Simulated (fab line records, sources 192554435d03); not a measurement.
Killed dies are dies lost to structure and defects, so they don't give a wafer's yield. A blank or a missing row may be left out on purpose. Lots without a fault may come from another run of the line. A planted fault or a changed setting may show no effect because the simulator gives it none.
Split-lot experiment | flow n5_finfet | 7 lots, 21 wafers read, on a route of 1938 steps

THE SPLIT
At N5_SD_EPI_N_EPI_21 (deposits Si:P, time 690 s), the setting epi_growth_time_s was moved away from the recipe's 690 s on 6 of the 21 wafers read, by -10.2% to +6.0%. The other wafers ran this setting at the recipe's value.

FROM THE SPLIT TO THE READING: what the file shows between them, 3 steps
- N5_SD_EPI_N_PRECLEAN_49: cleans in NF3:NH3, afs cycles 1, time 20 s, sublimation time 60 s (also split here: time_s)
- N5_SD_EPI_N_LINER_46: material SiNx, target thk 3 nm
- N5_SD_EPI_P_EPI_21: deposits SiGe:B, time 355 s

THE READING
Si-P_of_SD_EPI_N_EPI_21.thk_nm (the simulator's own value, which no gauge read), in nm, at N5_SD_EPI_P_HM_STRIP_48 (strips SiNx in H3PO4, material SiNx, target depth 3 nm). The file gives no usual value for it. The 15 wafers here that ran the recipe average 58.4 nm, standard deviation 0.92 nm.

wafer  | tool, chamber at the split | epi_growth_time_s as run, s | against the recipe | Si-P_of_SD_EPI_N_EPI_21.thk_nm, nm | against lot-mates on the recipe
L076.1 | epi_rpcvd-04, 0            | 731.2                       | +6.0%              | 61.4                               | +2.4
L076.2 | epi_rpcvd-04, 0            | 690                         | recipe             | 59                                 | -
L076.3 | epi_rpcvd-04, 0            | 731.2                       | +6.0%              | 60                                 | +1.0
L077.1 | epi_rpcvd-03, 0            | 690                         | recipe             | 58.2                               | -
L077.4 | epi_rpcvd-03, 0            | 690                         | recipe             | 58.2                               | -
L077.6 | epi_rpcvd-03, 0            | 690                         | recipe             | 57.8                               | -
L080.2 | epi_rpcvd-02, 0            | 690                         | recipe             | 57.2                               | -
L080.3 | epi_rpcvd-02, 0            | 690                         | recipe             | 58.4                               | -
L080.5 | epi_rpcvd-02, 0            | 690                         | recipe             | 58.2                               | -
L083.2 | epi_rpcvd-04, 0            | 690                         | recipe             | 59.8                               | -
L083.6 | epi_rpcvd-04, 0            | 690                         | recipe             | 59.8                               | -
L083.4 | epi_rpcvd-04, 0            | 690                         | recipe             | 60.2                               | -
L084.2 | epi_rpcvd-03, 0            | 667.2                       | -3.3%              | 56.4                               | -0.6
L084.4 | epi_rpcvd-03, 0            | 667.2                       | -3.3%              | 56.6                               | -0.4
L084.6 | epi_rpcvd-03, 0            | 690                         | recipe             | 57                                 | -
L093.1 | epi_rpcvd-03, 0            | 690                         | recipe             | 59                                 | -
L093.2 | epi_rpcvd-03, 0            | 619.7                       | -10.2%             | 54.2                               | -4.8
L093.4 | epi_rpcvd-03, 0            | 619.7                       | -10.2%             | 54.8                               | -4.2
L094.2 | epi_rpcvd-03, 0            | 690                         | recipe             | 58.4                               | -
L094.3 | epi_rpcvd-03, 0            | 690                         | recipe             | 57.6                               | -
L094.4 | epi_rpcvd-03, 0            | 690                         | recipe             | 57.8                               | -

THE FIT
A straight line over all 21 wafers: Si-P_of_SD_EPI_N_EPI_21.thk_nm changes by +0.396 nm for each +1% of epi_growth_time_s; r = +0.87; the points scatter about the line by 0.88 nm.
The same after taking each lot's own level away (the mean of its wafers on the recipe; 21 wafers): +0.381 nm for each +1%; r = +0.94; scatter 0.52 nm.
On that fit, the largest move of epi_growth_time_s shifts the reading by 3.9 nm.
The lots' own levels span 57.00 to 59.93 nm, that is 3.2 times the standard deviation above.
So the lot-to-lot level changes the slope little: the two slopes agree.
Check: with one of the wafers moved furthest among these (-10.2%) left out of the fit, the line predicts -3.44 nm for it against its lot-mates. It came out at -4.8 nm against them.

OTHER SPLITS ON THESE WAFERS
These wafers also went through other splits before the reading. Each is held against what the fit with the lots' levels taken away leaves over:
other split on the same wafers    | wafers away from the commonest value | r with Si-P_of_SD_EPI_N_EPI_21.thk_nm (lot level and that fit taken away)
N5_WELL_APT_PEB_06 peb_time_s     | 5                                    | +0.06
N5_FIN_SAQP_SPACER1_ALD_24 temp_c | 12                                   | -0.32
N5_FIN_CUT_CUT_ETCH_15 bias_w     | as run: not given for these wafers   | -
N5_SD_EPI_N_PRECLEAN_49 time_s    | 1                                    | -0.32

THE WHOLE CHAIN: every reading that the file lists as answering this split, in the file's order
step                    | what it does                                           | reading                                                                         | change (the file's fit)               | r (the file's)
N5_SD_EPI_N_EPI_21      | deposits Si:P, time 690 s                              | Si-P_of_SD_EPI_N_EPI_21.thk_nm (the simulator's own value, which no gauge read) | +0.388 nm for each +1% of the setting | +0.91
N5_SD_EPI_P_HM_STRIP_48 | strips SiNx in H3PO4, material SiNx, target depth 3 nm | Si-P_of_SD_EPI_N_EPI_21.thk_nm (the simulator's own value, which no gauge read) | +0.383 nm for each +1% of the setting | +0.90

THE FILE'S OWN FIT
Si-P_of_SD_EPI_N_EPI_21.thk_nm changes by +0.383 nm for each +1% of epi_growth_time_s, r = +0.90.
